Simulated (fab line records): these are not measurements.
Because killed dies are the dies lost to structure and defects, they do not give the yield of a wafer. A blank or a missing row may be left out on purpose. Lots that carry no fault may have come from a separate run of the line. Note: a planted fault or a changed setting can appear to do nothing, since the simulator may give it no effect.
Matching of chambers | flow n5 finfet | N5_BEOL_M13_ETCH_67 on rie diel-01: 4 sister chambers
The step etches SiARC in CF4, target depth 143 nm, time 238.3 s. 20 wafers are shown with their chamber, then 10 later ones without.

== WAFERS PAIRED WITH THEIR CHAMBERS ==
wafer  | chamber | showerhead plenum p Torr (Torr) | throttle valve pct (%) | oes product au (a.u.)
L074.1 | 3       | 2.07                            | 15.60                  | 0.63
L074.3 | 2       | 2.08                            | 15.39                  | 0.73
L074.6 | 0       | 2.13                            | 15.72                  | 0.62
L077.2 | 0       | 2.13                            | 15.73                  | 0.62
L077.3 | 2       | 2.08                            | 15.42                  | 0.72
L077.6 | 1       | 2.28                            | 15.26                  | 0.86
L078.1 | 2       | 2.08                            | 15.42                  | 0.72
L078.5 | 3       | 2.06                            | 15.61                  | 0.62
L078.6 | 2       | 2.08                            | 15.42                  | 0.72
L082.3 | 1       | 2.27                            | 15.29                  | 0.82
L082.5 | 0       | 2.12                            | 15.75                  | 0.61
L082.6 | 1       | 2.27                            | 15.29                  | 0.82
L083.2 | 3       | 2.06                            | 15.64                  | 0.62
L083.3 | 2       | 2.07                            | 15.44                  | 0.70
L083.5 | 0       | 2.12                            | 15.76                  | 0.60
L088.4 | 1       | 2.27                            | 15.28                  | 0.80
L088.5 | 0       | 2.12                            | 15.78                  | 0.60
L088.6 | 3       | 2.06                            | 15.64                  | 0.61
L087.1 | 0       | 2.12                            | 15.78                  | 0.60
L087.5 | 3       | 2.06                            | 15.66                  | 0.61

SIGNATURES, as means of the wafers listed above
reading                  | chamber 0 | chamber 1 | chamber 2 | chamber 3 | scatter within a chamber
showerhead plenum p Torr | 2.1233    | 2.2725    | 2.0780    | 2.0620    | 0.0048
throttle valve pct       | 15.7533   | 15.2800   | 15.4180   | 15.6300   | 0.0215
oes product au           | 0.6083    | 0.8250    | 0.7180    | 0.6180    | 0.014
Rule: distance of a wafer from a chamber = root of the sum over the readings of ((wafer's reading minus chamber's mean) / reading's scatter) squared. The wafer belongs to the nearest chamber; if the next one is less than 2 further off, it can't be placed. The scatter: the root of (the sum of the squares of (reading less its chamber's mean) over the shown wafers, divided by (wafers less chambers)).

== WAFERS WITH NO CHAMBER GIVEN ==
wafer  | showerhead plenum p Torr (Torr) | throttle valve pct (%) | oes product au (a.u.)
L087.6 | 2.07                            | 15.45                  | 0.69
L089.1 | 2.07                            | 15.46                  | 0.70
L089.3 | 2.06                            | 15.66                  | 0.60
L089.5 | 2.12                            | 15.80                  | 0.59
L092.1 | 2.07                            | 15.47                  | 0.70
L092.2 | 2.27                            | 15.32                  | 0.78
L092.3 | 2.12                            | 15.80                  | 0.59
L093.2 | 2.05                            | 15.67                  | 0.60
L093.4 | 2.07                            | 15.47                  | 0.69
L093.5 | 2.05                            | 15.65                  | 0.61

== EACH ONE'S CHAMBER ==
wafer  | from the rows above | in truth
L087.6 | 2                   | 2
L089.1 | 2                   | 2
L089.3 | 3                   | 3
L089.5 | 0                   | 0
L092.1 | 2                   | 2
L092.2 | 1                   | 1
L092.3 | 0                   | 0
L093.2 | 3                   | 3
L093.4 | 2                   | 2
L093.5 | 3                   | 3
10 of 10 placed correctly. From these rows, 0 cannot be placed. Wrongly placed: 0.
